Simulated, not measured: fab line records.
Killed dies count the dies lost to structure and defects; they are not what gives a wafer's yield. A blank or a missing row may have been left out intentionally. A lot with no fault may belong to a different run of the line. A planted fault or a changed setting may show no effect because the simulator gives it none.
Chamber matching || flow nand harc || 4 sister chambers for NHARC_A_BONDPAD_ETCH_12 on rie diel-09
The step etches the open film in CHF3/O2, target depth 220 nm, time 110 s. 8 wafers are shown with their chamber, then 7 later ones without.

== WAFERS, EACH WITH ITS CHAMBER ==
{"wafer": "L569.1", "chamber": 0, "showerhead plenum p Torr (Torr)": 2.26, "drypump motor current A (A)": 4.9}
{"wafer": "L569.3", "chamber": 2, "showerhead plenum p Torr (Torr)": 2.38, "drypump motor current A (A)": 5.0}
{"wafer": "L569.5", "chamber": 1, "showerhead plenum p Torr (Torr)": 2.41, "drypump motor current A (A)": 6.0}
{"wafer": "L575.1", "chamber": 3, "showerhead plenum p Torr (Torr)": 2.33, "drypump motor current A (A)": 5.1}
{"wafer": "L575.2", "chamber": 0, "showerhead plenum p Torr (Torr)": 2.26, "drypump motor current A (A)": 5.0}
{"wafer": "L575.3", "chamber": 2, "showerhead plenum p Torr (Torr)": 2.38, "drypump motor current A (A)": 5.0}
{"wafer": "L574.1", "chamber": 3, "showerhead plenum p Torr (Torr)": 2.33, "drypump motor current A (A)": 5.1}
{"wafer": "L574.3", "chamber": 1, "showerhead plenum p Torr (Torr)": 2.40, "drypump motor current A (A)": 6.0}

== WAFERS WITHOUT THEIR CHAMBER ==
{"wafer": "L574.5", "showerhead plenum p Torr (Torr)": 2.40, "drypump motor current A (A)": 6.1}
{"wafer": "L577.3", "showerhead plenum p Torr (Torr)": 2.33, "drypump motor current A (A)": 5.1}
{"wafer": "L577.5", "showerhead plenum p Torr (Torr)": 2.32, "drypump motor current A (A)": 5.1}
{"wafer": "L577.6", "showerhead plenum p Torr (Torr)": 2.25, "drypump motor current A (A)": 4.9}
{"wafer": "L576.3", "showerhead plenum p Torr (Torr)": 2.25, "drypump motor current A (A)": 4.9}
{"wafer": "L576.4", "showerhead plenum p Torr (Torr)": 2.32, "drypump motor current A (A)": 5.2}
{"wafer": "L576.6", "showerhead plenum p Torr (Torr)": 2.25, "drypump motor current A (A)": 4.9}

== WHICH CHAMBER EACH ONE RAN IN ==
{"wafer": "L574.5", "from the rows above": 1, "in truth": 1}
{"wafer": "L577.3", "from the rows above": 3, "in truth": 3}
{"wafer": "L577.5", "from the rows above": 3, "in truth": 3}
{"wafer": "L577.6", "from the rows above": 0, "in truth": 0}
{"wafer": "L576.3", "from the rows above": 0, "in truth": 0}
{"wafer": "L576.4", "from the rows above": 3, "in truth": 3}
{"wafer": "L576.6", "from the rows above": 0, "in truth": 0}
Correctly placed: 7 of 7. Not placeable from these rows: 0. Number placed wrongly: 0.
How it was worked out, from the rows above alone: a wafer's distance from a chamber is the root of the sum, over the readings, of the square of ((its reading less the chamber's mean) divided by the reading's scatter). If the next closest chamber is less than 2 further off than the closest, the wafer can't be placed; otherwise it belongs to the closest. Each chamber's mean is taken over the wafers shown for it. The scatter: the root of (the sum of the squares of (reading less its chamber's mean) over the shown wafers, divided by (wafers less chambers)).
